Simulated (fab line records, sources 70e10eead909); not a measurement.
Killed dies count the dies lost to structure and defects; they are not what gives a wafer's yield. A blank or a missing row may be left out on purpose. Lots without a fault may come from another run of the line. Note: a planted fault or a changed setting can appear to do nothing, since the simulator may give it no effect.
Chamber matching ; flow nand-harc ; ald-hk-01 running NHARC_A_CHANNEL_FILL_D1_ALD_16: 4 sister chambers
The step deposits SiO2, target thk 1.5 nm, pulse time 10 s, ald cycles 15. 18 wafers are shown with their chamber, then 9 later ones without.

== WAFERS WITH THEIR CHAMBER ==
wafer;chamber;heater-power-w (W);precursor-pulse-height-rel
L074.1;3;489;1.001
L074.3;2;496;0.991
L074.6;0;426;0.998
L075.1;0;421;1.016
L075.2;1;483;1.014
L075.3;3;488;0.986
L075.4;2;502;0.958
L075.5;2;500;1.000
L075.6;3;481;1.016
L076.1;3;484;0.996
L076.4;0;423;1.018
L076.5;1;488;1.027
L078.1;3;494;0.993
L078.4;0;414;0.993
L078.6;3;488;0.983
L083.1;0;392;0.991
L083.3;2;488;0.970
L083.6;2;483;0.981

SIGNATURES (averages over the wafers above)
reading;chamber 0;chamber 1;chamber 2;chamber 3;scatter within a chamber
heater-power-w;415.20;485.50;493.80;487.33;8.96
precursor-pulse-height-rel;1.00320;1.02050;0.98000;0.99583;0.0135
Rule: for each reading, subtract the chamber's mean from the wafer's reading, divide by that reading's scatter and square the result; add these up over the readings and take the root, which gives the wafer's distance from the chamber. If the next closest chamber is less than 2 further off than the closest, the wafer can't be placed; otherwise it belongs to the closest. The scatter is the square root of a quotient: the sum, over the shown wafers, of each reading's squared deviation from its chamber's mean, divided by wafers minus chambers.

== WAFERS WITHOUT THEIR CHAMBER ==
wafer;heater-power-w (W);precursor-pulse-height-rel
L090.1;485;0.960
L090.2;397;0.967
L090.4;492;1.026
L094.3;511;0.998
L094.4;398;0.990
L094.6;492;0.962
L097.1;491;1.023
L097.3;488;0.963
L097.6;486;1.028

== WHICH CHAMBER EACH WENT THROUGH ==
wafer;from the rows above;in truth
L090.1;can't be placed: 2 or 3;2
L090.2;0;0
L090.4;can't be placed: 1 or 3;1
L094.3;can't be placed: 2 or 3 or 1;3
L094.4;0;0
L094.6;can't be placed: 2 or 3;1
L097.1;can't be placed: 1 or 3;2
L097.3;can't be placed: 2 or 3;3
L097.6;can't be placed: 1 or 3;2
Correctly placed: 2 of 9. Unplaceable from these rows: 7, with the true chamber sitting among the candidates in 4. Placed wrongly: 0.
